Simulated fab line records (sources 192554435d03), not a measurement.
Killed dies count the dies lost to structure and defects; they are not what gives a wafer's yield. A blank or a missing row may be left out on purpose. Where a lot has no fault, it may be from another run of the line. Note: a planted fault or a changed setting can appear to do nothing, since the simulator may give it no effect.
Which of the tools did it? | flow n5Finfet | 31 wafers from 11 lots sampled at 5 of the route's 1938 steps

== WHAT THE GAUGES READ, wafer by wafer ==
N5_BEOL_M10_INSPECT_58: inspects for defects (darkfield).
lot  | measured     | on               | rawDefectCount
L720 | day 10 00:25 | defectInspect-01 | 47 40 30
L722 | day 10 05:43 | defectInspect-02 | 71 65 90
L724 | day 11 07:28 | defectInspect-01 | 67 86 125
L723 | day 11 13:48 | defectInspect-01 | 32 35 75
L726 | day 12 04:10 | defectInspect-01 | 85 96 52
L729 | day 12 07:02 | defectInspect-01 | 42 48 63
L728 | day 12 13:41 | defectInspect-01 | 86 92 107
L733 | day 13 23:03 | defectInspect-01 | 58 46 91
L735 | day 14 10:01 | defectInspect-02 | 72 103
L739 | day 15 08:43 | defectInspect-01 | 104 65
L742 | day 16 01:41 | defectInspect-01 | 77 65 70

== EACH LOT AND THE TOOL THAT RAN IT (in order: tool; ch and the chambers of the sampled wafers; start) ==
lot  | N5_BEOL_M10_ETCH_41                          | N5_BEOL_M10_SPUTTER_48      | N5_BEOL_M10_ECD_50            | N5_BEOL_M10_CMP_52
L720 | rieDiel-04 ch 0,2,3, day 9 23:09 or earlier  | pvdSputter-01, day 9 23:09  | ecdCu-01 ch 0,1, day 9 23:16  | cmp-02 ch 1,2,3, day 9 23:56
L722 | rieDiel-06 ch 0,2,3, day 10 04:41 or earlier | pvdSputter-01, day 10 04:41 | ecdCu-01 ch 0,1, day 10 04:50 | cmp-03 ch 1,2, day 10 05:14
L724 | rieDiel-04 ch 0,1, day 11 06:29 or earlier   | pvdSputter-01, day 11 06:29 | ecdCu-01 ch 0,1, day 11 06:36 | cmp-02 ch 0,1,2, day 11 07:07
L723 | rieDiel-04 ch 2,3, day 11 12:39 or earlier   | pvdSputter-02, day 11 12:39 | ecdCu-01 ch 0,1, day 11 12:48 | cmp-02 ch 0,2,3, day 11 13:23
L726 | rieDiel-01 ch 0,1,3, day 12 03:11 or earlier | pvdSputter-02, day 12 03:11 | ecdCu-02 ch 0,1, day 12 03:20 | cmp-01 ch 0,1,3, day 12 03:47
L729 | rieDiel-06 ch 2,3, day 12 05:58 or earlier   | pvdSputter-01, day 12 05:58 | ecdCu-02 ch 0,1, day 12 06:05 | cmp-02 ch 0,3, day 12 06:35
L728 | rieDiel-04 ch 1,3, day 12 12:43 or earlier   | pvdSputter-03, day 12 12:43 | ecdCu-01 ch 0, day 12 12:50   | cmp-03 ch 1,2,3, day 12 13:19
L733 | rieDiel-04 ch 0,3, day 13 21:57 or earlier   | pvdSputter-01, day 13 21:57 | ecdCu-02 ch 0,1, day 13 22:04 | cmp-01 ch 1,2, day 13 22:35
L735 | rieDiel-04 ch 0,2, day 14 08:32 or earlier   | pvdSputter-03, day 14 08:32 | ecdCu-02 ch 0, day 14 08:47   | cmp-02 ch 0,1, day 14 09:34
L739 | rieDiel-06 ch 0,1, day 15 07:42 or earlier   | pvdSputter-02, day 15 07:42 | ecdCu-02 ch 1, day 15 07:52   | cmp-02 ch 1,3, day 15 08:20
L742 | rieDiel-01 ch 1,2,3, day 16 00:43 or earlier | pvdSputter-02, day 16 00:43 | ecdCu-01 ch 0,1, day 16 00:50 | cmp-01 ch 0,1,3, day 16 01:16
- N5_BEOL_M10_ETCH_41: etches SiCN in CH3F/O2, target depth 42.6 nm, time 86 s.
- N5_BEOL_M10_SPUTTER_48: material Cu, target thk 12 nm, time 2 s.
- N5_BEOL_M10_ECD_50: material Cu, target thk 318 nm.
- N5_BEOL_M10_CMP_52: polishes, stops on SiCOH lowk, t overpolish 7 s, target thk 140 nm.

== WHAT THE TOOLS THEMSELVES READ (means of the sampled wafers that have a number; where no wafer has one, the mark that the record gives instead) ==
N5_BEOL_M10_ETCH_41.
lot  | tool       | drypumpMotorCurrentA (A) | oesProductAu (a.u.) | rfVppV (V) | showerheadPlenumPTorr (Torr) | throttleValvePct (%)
L720 | rieDiel-04 | 5.9                      | 0.79                | 297.0      | 2.01                         | 16.14
L722 | rieDiel-06 | 5.8                      | 0.81                | 297.0      | 1.99                         | 16.20
L724 | rieDiel-04 | 5.7                      | 0.73                | 297.6      | 1.99                         | 16.21
L723 | rieDiel-04 | 5.7                      | 0.72                | 297.8      | 2.02                         | 16.21
L726 | rieDiel-01 | 5.4                      | 0.77                | 297.9      | 2.02                         | 16.39
L729 | rieDiel-06 | 5.9                      | 0.78                | 297.2      | 2.01                         | 16.33
L728 | rieDiel-04 | 5.6                      | 0.70                | 296.3      | 1.97                         | 16.33
L733 | rieDiel-04 | 6.2                      | 0.77                | 295.9      | 1.96                         | 16.23
L735 | rieDiel-04 | 5.8                      | 0.75                | 298.0      | 2.03                         | 16.14
L739 | rieDiel-06 | 5.8                      | 0.83                | 297.5      | 1.99                         | 16.12
L742 | rieDiel-01 | 5.6                      | 0.85                | 298.6      | 2.05                         | 16.43

N5_BEOL_M10_SPUTTER_48.
lot  | tool          | susceptorTempC (C) | throttleValvePct (%)
L720 | pvdSputter-01 | -20.02             | 29.9
L722 | pvdSputter-01 | -19.98             | 29.7
L724 | pvdSputter-01 | -19.90             | 29.2
L723 | pvdSputter-02 | -20.06             | 30.2
L726 | pvdSputter-02 | -19.99             | 29.2
L729 | pvdSputter-01 | -20.08             | 30.1
L728 | pvdSputter-03 | -20.09             | 30.1
L733 | pvdSputter-01 | -20.04             | 30.3
L735 | pvdSputter-03 | -20.09             | 29.2
L739 | pvdSputter-02 | -20.07             | 31.4
L742 | pvdSputter-02 | -20.00             | 30.3

N5_BEOL_M10_CMP_52.
lot  | tool   | clearingPlatenRpm (rpm) | motorCurrentA (A) | padLifeWafers | slurryFlowMlMin | timeToEndpointS (s)
L720 | cmp-02 | 49.992                  | 6.3               | 391           | 150.3           | 74
L722 | cmp-03 | 50.018                  | 5.6               | 1926          | 149.7           | 66
L724 | cmp-02 | 49.986                  | 6.4               | 675           | 150.0           | 71
L723 | cmp-02 | 50.006                  | 6.6               | 746           | 150.1           | 69
L726 | cmp-01 | 50.009                  | 6.0               | 626           | 149.7           | 63
L729 | cmp-02 | 49.998                  | 6.8               | 858           | 149.9           | 65
L728 | cmp-03 | 50.017                  | 6.2               | 254           | 149.8           | 70
L733 | cmp-01 | 49.982                  | 6.0               | 960           | 150.3           | 81
L735 | cmp-02 | 50.005                  | 6.6               | 1224          | 149.7           | 92
L739 | cmp-02 | 50.005                  | 6.0               | 1382          | 150.1           | 102
L742 | cmp-01 | 50.017                  | 5.7               | 1376          | 149.8           | 63

== THE ANSWER, worked out from the rows above alone ==
Rule: the lots themselves supply what counts as usual. Put in order of their means at a reading, lots are off if they are a third of the lots or fewer, leave a main group of 4 or more, and stand apart from it by a gap of 3 or more times the standard deviation of the main group's means; of several such gaps the widest counts. A main group whose means are all the same, to the digits that the tables above print for the reading, isn't used. A lot without any number at a reading at which 4 lots or more have one is off too. Where the step has rows for the other lots, those lots are counted as sound. First the gauges in route order, then the tools' own readings, where a lot's mean is used as printed above. The first step at which some lot is off is used, and at that step the reading that is off furthest; a lot without a number counts as furthest.
None of the lots is off at any reading shown; this tells nothing.

== WHAT THE SIMULATOR HAD INSERTED ==
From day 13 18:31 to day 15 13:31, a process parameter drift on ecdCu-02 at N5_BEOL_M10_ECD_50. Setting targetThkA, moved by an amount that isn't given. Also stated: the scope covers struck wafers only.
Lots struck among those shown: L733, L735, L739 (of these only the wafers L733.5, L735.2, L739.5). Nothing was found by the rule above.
